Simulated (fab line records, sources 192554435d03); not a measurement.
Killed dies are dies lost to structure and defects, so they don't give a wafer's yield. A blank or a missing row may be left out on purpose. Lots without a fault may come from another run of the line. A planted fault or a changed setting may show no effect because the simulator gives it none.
Which tool did it? | flow n5_finfet | 12 lots, 31 wafers sampled, at 2 steps of a route of 1938

WHAT THE GAUGES READ, wafer by wafer
N5_MIM_TOP_LITHO_INSPECT_12: inspects for defects (macro). Usual: raw_defect_count 2.0, standard deviation 1.5.
lot  | measured     | on                | raw_defect_count | flag
L410 | day 11 21:50 | defect_inspect-02 | 3 1 2            |
L411 | day 12 08:20 | defect_inspect-01 | 4 3              |
L409 | day 12 09:02 | defect_inspect-02 | 3 2              |
L413 | day 13 02:29 | defect_inspect-01 | 1 1 2            |
L415 | day 13 02:39 | defect_inspect-01 | 2 0 0            |
L414 | day 13 06:35 | defect_inspect-02 | 4 2 3            |
L417 | day 14 04:53 | defect_inspect-02 | 3 0              |
L420 | day 14 20:21 | defect_inspect-02 | 0 3 1            |
L426 | day 16 04:13 | defect_inspect-01 | 2 2 7            |
L427 | day 16 19:25 | defect_inspect-01 | 2 3              |
L432 | day 17 22:53 | defect_inspect-02 | 5 3 1            |
L431 | day 17 22:56 | defect_inspect-01 | 2 0              |

WHICH TOOL RAN EACH LOT (tool, then ch and the chambers of the sampled wafers, then the start)
lot  | N5_MIM_TOP_ALD_01
L410 | ald_hk-02 ch 0,2,3, day 11 21:50 or earlier
L411 | ald_hk-03 ch 0,3, day 12 08:20 or earlier
L409 | ald_hk-01 ch 2,3, day 12 09:02 or earlier
L413 | ald_hk-02 ch 0,2,3, day 13 02:29 or earlier
L415 | ald_hk-03 ch 0,2,3, day 13 02:39 or earlier
L414 | ald_hk-03 ch 0,3, day 13 06:35 or earlier
L417 | ald_hk-01 ch 0,1, day 14 04:53 or earlier
L420 | ald_hk-03 ch 1,2,3, day 14 20:21 or earlier
L426 | ald_hk-02 ch 0,1,2, day 16 04:13 or earlier
L427 | ald_hk-02 ch 0,2, day 16 19:25 or earlier
L432 | ald_hk-03 ch 0,2,3, day 17 22:53 or earlier
L431 | ald_hk-02 ch 0,3, day 17 22:56 or earlier
- N5_MIM_TOP_ALD_01: deposits HfO2, target thk 5.6 nm, pulse time 1 s, purge time 3 s.

WHAT THE TOOLS THEMSELVES READ (means of the sampled wafers that have a number; where no wafer has one, the mark that the record gives instead)
N5_MIM_TOP_ALD_01. Usual: precursor_pulse_height_rel 1.002, standard deviation 0.021.
lot  | tool      | precursor_pulse_height_rel | flag
L410 | ald_hk-02 | 0.987                      |
L411 | ald_hk-03 | 1.000                      |
L409 | ald_hk-01 | 1.000                      |
L413 | ald_hk-02 | 1.013                      |
L415 | ald_hk-03 | 0.996                      |
L414 | ald_hk-03 | 0.999                      |
L417 | ald_hk-01 | 1.031                      |
L420 | ald_hk-03 | 1.003                      |
L426 | ald_hk-02 | 1.003                      |
L427 | ald_hk-02 | 1.007                      |
L432 | ald_hk-03 | 1.007                      |
L431 | ald_hk-02 | 1.000                      |

THE ANSWER, worked out from the rows above alone
Rule: a lot is off if the mean of its wafers that have a number lies more than 3 standard deviations from the usual mean. A lot without any number at a reading at which 4 lots or more have one is off too. The other lots that the step has rows for count as sound. The gauges are gone through in route order, then the tools' own readings, and for those a lot's mean is taken as printed above. The first step at which some lot is off is used, and at that step the reading that is off furthest; a lot without a number counts as furthest.
No lot is off at any reading shown: from this, nothing can be told.

WHAT THE SIMULATOR HAD PUT IN
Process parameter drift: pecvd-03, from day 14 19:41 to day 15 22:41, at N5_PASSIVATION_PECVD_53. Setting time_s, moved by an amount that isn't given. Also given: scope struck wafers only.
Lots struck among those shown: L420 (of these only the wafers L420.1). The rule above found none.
